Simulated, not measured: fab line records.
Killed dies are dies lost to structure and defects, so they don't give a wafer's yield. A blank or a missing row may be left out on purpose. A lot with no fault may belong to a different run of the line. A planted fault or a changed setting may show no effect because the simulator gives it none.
Matching of chambers ; flow n5_finfet ; rie_diel-05 running N5_BEOL_M6_ETCH_72: 4 sister chambers
The step etches underlayer in N2/H2, target depth 6.5 nm, time 5.2 s. 4 wafers are shown with their chamber, then 8 later ones without.

WAFERS, EACH WITH ITS CHAMBER
wafer;chamber;showerhead_plenum_p_Torr (Torr)
L081.6;0;2.46
L083.1;2;2.54
L083.4;1;2.44
L089.1;3;2.47

WAFERS WITH NO CHAMBER GIVEN
wafer;showerhead_plenum_p_Torr (Torr)
L089.2;2.53
L089.3;2.46
L095.2;2.47
L095.5;2.43
L095.6;2.45
L094.3;2.45
L094.4;2.43
L094.6;2.47

EACH ONE'S CHAMBER
wafer;from the rows above;in truth
L089.2;2;2
L089.3;can't be placed: 0 or 3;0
L095.2;can't be placed: 3 or 0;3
L095.5;1;1
L095.6;can't be placed: 0 or 1 or 3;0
L094.3;can't be placed: 0 or 1 or 3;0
L094.4;1;1
L094.6;can't be placed: 3 or 0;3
Correct placement for 3 of the 8. Can't be placed from these rows: 5 (the true chamber is among the candidates in 5). Wrongly placed: 0.
How it was worked out, from the rows above alone: a wafer's distance from a chamber is the root of the sum, over the readings, of the square of ((its reading less the chamber's mean) divided by the reading's scatter). If the next closest chamber is less than 2 further off than the closest, the wafer can't be placed; otherwise it belongs to the closest. A chamber's mean is the mean of its shown wafers. The scatter: with one shown wafer a chamber, the root of the mean of the squares of how far each hidden wafer lies from its nearest shown one.
